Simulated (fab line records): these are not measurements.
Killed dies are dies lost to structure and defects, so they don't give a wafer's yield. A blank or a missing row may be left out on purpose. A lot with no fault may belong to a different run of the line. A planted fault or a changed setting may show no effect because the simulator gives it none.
2 desks, one fault || flow n5_finfet || each desk holds nothing but its own numbers, with what lay behind them at the end

## AT THE TOOL OWNER'S DESK: ald_metal-02
The tool's own readings at N5_BEOL_M0_ALD_136 (deposits TaN, pulse time 2 s, purge time 3 s, co reactant purge time 2 s): means of the sampled wafers that have a number, for each lot that ran on this tool. If a lot's mean is further than 4 standard deviations from the usual mean, the lot is out of limits and carries the mark OUT (the distance appears in the brackets).
Columns: A = heater_power_w at N5_BEOL_M0_ALD_136, usual 418 W; B = precursor_vessel_pressure_torr at N5_BEOL_M0_ALD_136, usual 26.25 Torr
{"lot": "L246", "first seen here": "day 5 23:13", "A": 420, "B": 26.23}
{"lot": "L253", "first seen here": "day 7 19:43", "A": 426, "B": 26.27}
{"lot": "L256", "first seen here": "day 8 06:58", "A": 422, "B": 26.25}
{"lot": "L258", "first seen here": "day 9 00:15", "A": 425, "B": 26.21}
{"lot": "L266", "first seen here": "day 11 04:12", "A": 418, "B": 26.30}
{"lot": "L268", "first seen here": "day 11 11:30", "A": 427, "B": 26.29}
This desk's finding: nothing out of limits on any of the 6 lots.

## METROLOGY DESK
What the gauges read, lot by lot, whatever tool the lot ran on: means of the sampled wafers that have a number. If a lot's mean is further than 4 standard deviations from the usual mean, the lot is out of limits and carries the mark OUT (the distance appears in the brackets). Of its 10 readings 7 are shown: those that lie furthest out on some lot.
Columns: A = DIBL_N at N5_BEOL_M4_RC_MEAS_101, usual 36.2 mV/V; B = DIBL_P at N5_BEOL_M4_RC_MEAS_101, usual 36.5 mV/V; C = IOFF_P at N5_BEOL_M4_RC_MEAS_101, usual 0.21 nA/um; D = ION_P at N5_BEOL_M4_RC_MEAS_101, usual 464 uA/um; E = SS_N at N5_BEOL_M4_RC_MEAS_101, usual 71.5 mV/dec; F = SS_P at N5_BEOL_M4_RC_MEAS_101, usual 73.4 mV/dec; G = VT_N at N5_BEOL_M4_RC_MEAS_101, usual 250.4 mV
{"lot": "L246", "first seen here": "day 7 23:20", "A": 35.8, "B": 37.4, "C": 0.23, "D": 463, "E": 71.5, "F": 72.8, "G": 251.5}
{"lot": "L253", "first seen here": "day 9 19:01", "A": 35.3, "B": 35.8, "C": 0.21, "D": 467, "E": 71.6, "F": 73.1, "G": 253.0}
{"lot": "L256", "first seen here": "day 10 01:27", "A": 34.8, "B": 34.9, "C": 0.19, "D": 466, "E": 71.1, "F": 73.1, "G": 252.8}
{"lot": "L258", "first seen here": "day 11 11:46", "A": 35.9, "B": 35.6, "C": 0.18, "D": 453, "E": 71.0, "F": 73.1, "G": 249.5}
{"lot": "L265", "first seen here": "day 12 12:52", "A": 35.7, "B": 38.1, "C": 0.21, "D": 460, "E": 72.2, "F": 73.8, "G": 250.6}
{"lot": "L267", "first seen here": "day 13 14:35", "A": 36.0, "B": 36.8, "C": 0.20, "D": 461, "E": 71.4, "F": 73.1, "G": 248.2}
{"lot": "L266", "first seen here": "day 13 19:52", "A": 37.7, "B": 36.3, "C": 0.24, "D": 464, "E": 72.3, "F": 73.5, "G": 250.7}
{"lot": "L269", "first seen here": "day 14 01:01", "A": 36.9, "B": 36.8, "C": 0.25, "D": 467, "E": 72.2, "F": 73.7, "G": 250.6}
{"lot": "L268", "first seen here": "day 14 08:34", "A": 34.0, "B": 34.2, "C": 0.21, "D": 471, "E": 70.9, "F": 73.0, "G": 251.0}
This desk's finding: nothing out of limits on any of the 9 lots.

## BROUGHT TOGETHER
The desk of the tool owner found nothing out of limits.
Nothing out of limits was seen by the metrology desk.

## WHAT THE SIMULATOR HAD PUT IN
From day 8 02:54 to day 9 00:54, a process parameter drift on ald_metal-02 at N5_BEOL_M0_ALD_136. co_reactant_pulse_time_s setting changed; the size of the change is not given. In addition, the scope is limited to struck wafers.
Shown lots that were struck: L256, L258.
